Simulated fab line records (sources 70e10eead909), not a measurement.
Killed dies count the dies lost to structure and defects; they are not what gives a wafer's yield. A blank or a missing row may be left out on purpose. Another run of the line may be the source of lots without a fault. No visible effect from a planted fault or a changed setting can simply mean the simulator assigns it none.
Comparing a struck lot with a sound one | flow nand harc | 14 steps out of a route of 1302
Sound: these wafers, L837.2, L837.3, L837.6. Wafers L846.1, L846.3, L846.4 were the ones struck. The cause is named last.
At each step with rows: each side's tool, then ch and its chambers, then its first start. Under that, the readings that differ: sound wafers | struck wafers | difference of the means | sigmas: that difference in standard deviations of wafers without a fault.
alike: same words and numbers on both sides, and readings whose means sit less than 2 such deviations apart. not compared: any withheld reading, any reading some wafer has no value for, any bound like >300 that may hide the same value, and any number with overlapping values for which the record gives no deviation.
A row with sigmas, a row that says differs or no value, or rows on one side alone: a step with any of these is where the two part. Numbers that have no deviation but don't overlap get no sigmas and don't part them. Lack of a reading on every wafer of one side parts them only where that side has two or more wafers.

NHARC_P_M2_CD_MEAS_09 targets a cd of 170 nm.
  sound on cd sem-01 ch 0, day 8 00:47; struck on cd sem-03 ch 0, day 12 09:02
  alike: cd nm
NHARC_P_M2_OVL_MEAS_10: pitch 340 nm.
  sound: overlay-02 at day 8 00:52; struck: overlay-02 at day 12 09:07
  alike: overlay x nm, overlay y nm
NHARC_P_M2_INSPECT_11:
  sound: defect inspect-01 at day 8 00:55; struck: defect inspect-02 at day 12 09:10
  alike: raw defect count
then, 2 steps without rows for these wafers: NHARC_P_M2_DESCUM_14 (chemistry O2, time 3 s); NHARC_P_M2_ETCH_35 (etches the open film in N2/H2, target depth 40 nm, overetch 12 nm, time 43.94 s).
NHARC_P_M2_ETCH_15: etches the open film in C4F8/Ar, target depth 182.5 nm, time 91.2 s.
  sound: rie diel-04 ch 1,3; struck: rie diel-04 ch 1,2,3
  alike: oes product au, rf fwd power W, rf vpp V
  not compared: rf hours counter h
NHARC_P_M2_CD_MEAS_16:
  sound: cd sem-03 at day 8 01:17; struck: cd sem-02 at day 12 09:31
  alike: cd nm
NHARC_P_M2_STRIP_18: strips in N2/H2.
  sound on rie diel-11 ch 0,1, day 8 01:21; struck on rie diel-04 ch 0,1,2, day 12 09:36
  reading               | sound             | struck            | difference | sigmas
  oes product au (a.u.) | 0.996 1.006 1.006 | 0.984 0.988 0.978 | -0.019     | -2
  alike: drypump motor current A, rf fwd power W, rf vpp V, showerhead plenum p Torr, throttle valve pct
  not compared: rf hours counter h
NHARC_P_M2_ETCH_28: etches the open film in CF4/N2, target depth 30 nm, time 72.99 s.
  sound: rie diel-11 ch 0,2,3; struck: rie diel-04 ch 0,1,3
  alike: drypump motor current A, oes product au, rf fwd power W, rf vpp V, showerhead plenum p Torr, throttle valve pct
  not compared: rf hours counter h
then, 2 steps without rows for these wafers: NHARC_P_M2_STRIP_19 (strips in post etch residue remover, time 600 s); NHARC_P_M2_DEGAS_29 (time 60 s).
NHARC_P_M2_PRE_CLEAN_30: time 30 s.
  sound on pvd sputter-02; struck on pvd sputter-02
  alike: heater power w
NHARC_P_M2_PVD_20: deposits TaN, target thk 5 nm, time 8.06 s.
  sound: pvd sputter-02 at day 8 02:06; struck: pvd sputter-02 at day 12 10:21
  no value came back on the struck wafers for bias v (V), cathode dc power W (W), chamber pressure pa (Pa), throttle valve pct (%); on the sound wafers bias v (V) reads 165.7 167.2 168.4
NHARC_P_M2_PVD_21: deposits Cu, target thk 30 nm, time 20.49 s.
  sound on pvd sputter-02; struck on pvd sputter-02
  alike: cathode dc power W, chamber pressure pa, throttle valve pct

WHERE THEY PART
At NHARC_P_M2_STRIP_18 first; at NHARC_P_M2_PVD_20 last (within this record only). Later steps at which nothing parts them and some readings are alike: NHARC_P_M2_PVD_21.

WHY: what the simulator had put in
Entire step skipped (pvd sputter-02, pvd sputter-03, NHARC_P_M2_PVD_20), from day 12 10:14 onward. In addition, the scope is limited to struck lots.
